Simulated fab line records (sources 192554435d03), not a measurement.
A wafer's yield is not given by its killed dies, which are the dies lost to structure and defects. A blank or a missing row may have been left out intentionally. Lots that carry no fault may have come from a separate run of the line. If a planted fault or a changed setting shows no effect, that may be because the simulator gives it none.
Problem report in the 8D (eight disciplines) form, filled by code :: flow n5-finfet :: the parts of the form that need people (team, actions taken, sign-off) are left out

## 1. PROBLEM STATEMENT
Mean of rf-fwd-power-W at N5_BEOL_M7_ETCH_41: 295.6 W across 9 wafers in 3 lots; on wafers with no fault it is 390.8 W (standard deviation 1.8). Measured from the usual mean, that is -53 standard deviations.
The step: etches SiCN in CH3F/O2, target depth 31.9 nm, time 57.8 s.
Seen first at day 10 18:55 on rie-diel-05, wafer L537.2. The record has a number at this step for 21 wafers belonging to 7 lots. The rule behind "out" and "out of limits": a value lying over 4 standard deviations away from the usual mean. Any other wafer with a number is counted as sound.

## 2. WHAT IT IS AND WHAT IT IS NOT
question: which readings at this step
is: rf-fwd-power-W, rf-vpp-V
is not: drypump-motor-current-A, showerhead-plenum-p-Torr, throttle-valve-pct

question: which lots
is: L537, L539, L541
is not: L533, L536, L543, L552

question: which wafers of those lots
is: all that have a number
is not: -

question: read on which tools
is: rie-diel-05
is not: rie-diel-02, rie-diel-04

question: when
is: from day 10 18:55
is not: up to then (6 sound wafers); but 6 sound wafers of L543, L552 came after

## 3. THE SUSPECTS, EACH WITH WHAT RULES IT OUT
Counting: any tool at a process step up to the reading is kept as a suspect provided that every lot that is out went through it and no sound lot did after the first of them.
- rie-diel-05 at N5_BEOL_M7_DESCUM_33 (chemistry O2, time 7 s): kept. Every lot that is out went through it, starting with L537 (day 10 18:36), and after that it ran no sound lot; the last sound lot it ran before then is L536 (day 10 12:05).
- rie-diel-05 at N5_BEOL_M7_ETCH_72 (etches underlayer in N2/H2, target depth 6.5 nm, time 5.2 s): kept. Every lot that is out went through it, starting with L537 (day 10 18:38), and after that it ran no sound lot; the last sound lot it ran before then is L536 (day 10 12:07).
- rie-diel-05 at N5_BEOL_M7_ETCH_65 (etches SiARC in CF4, target depth 15.6 nm, time 26 s): kept. Every lot that is out went through it, starting with L537 (day 10 18:40), and after that it ran no sound lot; the last sound lot it ran before then is L536 (day 10 12:08).
- rie-diel-05 at N5_BEOL_M7_ETCH_66 (etches SOC in N2/H2, target depth 80 nm, overetch 16 nm, time 120 s): kept. Every lot that is out went through it, starting with L537 (day 10 18:41), and after that it ran no sound lot; the last sound lot it ran before then is L536 (day 10 12:10).
- rie-diel-05 at N5_BEOL_M7_ETCH_41 (etches SiCN in CH3F/O2, target depth 31.9 nm, time 57.8 s): kept. Every lot that is out went through it, starting with L537 (day 10 18:55), and after that it ran no sound lot; the last sound lot it ran before then is L536 (day 10 12:23). Its own rf-fwd-power-W, rf-vpp-V readings are out on those wafers.
Left after counting: rie-diel-05 at N5_BEOL_M7_DESCUM_33, rie-diel-05 at N5_BEOL_M7_ETCH_72, rie-diel-05 at N5_BEOL_M7_ETCH_65, rie-diel-05 at N5_BEOL_M7_ETCH_66, rie-diel-05 at N5_BEOL_M7_ETCH_41.

## 4. THE CAUSE (what the simulator had put in)
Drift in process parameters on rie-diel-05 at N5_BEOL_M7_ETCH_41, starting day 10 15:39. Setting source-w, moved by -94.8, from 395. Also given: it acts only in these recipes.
Counting left 5 suspects, and this tool is among them.

## 5. SEQUENCE OF EFFECTS, ordered by route
One row per reading whose mean, taken over the struck wafers that have a number, lies over 3 standard deviations from the usual. Readings are gone through only where the record gives a usual standard deviation; hours: the median, over the lots, of the time from a lot's start at the first step in this table giving one to that lot's start at this step; sigmas: the change measured in usual standard deviations.
hours: 0
step: N5_BEOL_M7_ETCH_41
reading: rf-fwd-power-W
usual: 390.8 W
on struck wafers: 295.6
change: -95.2
sigmas: -53

hours: 0
step: N5_BEOL_M7_ETCH_41
reading: rf-vpp-V
usual: 297.5 V
on struck wafers: 324.7
change: +27.2
sigmas: +17
Here are the process steps it includes:
- N5_BEOL_M7_ETCH_41: etches SiCN in CH3F/O2, target depth 31.9 nm, time 57.8 s.

## 6. HOW IT WOULD HAVE BEEN CAUGHT EARLIER
In this record no reading fell out of limits until day 10 18:55, 3 hours after the fault had begun at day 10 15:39.
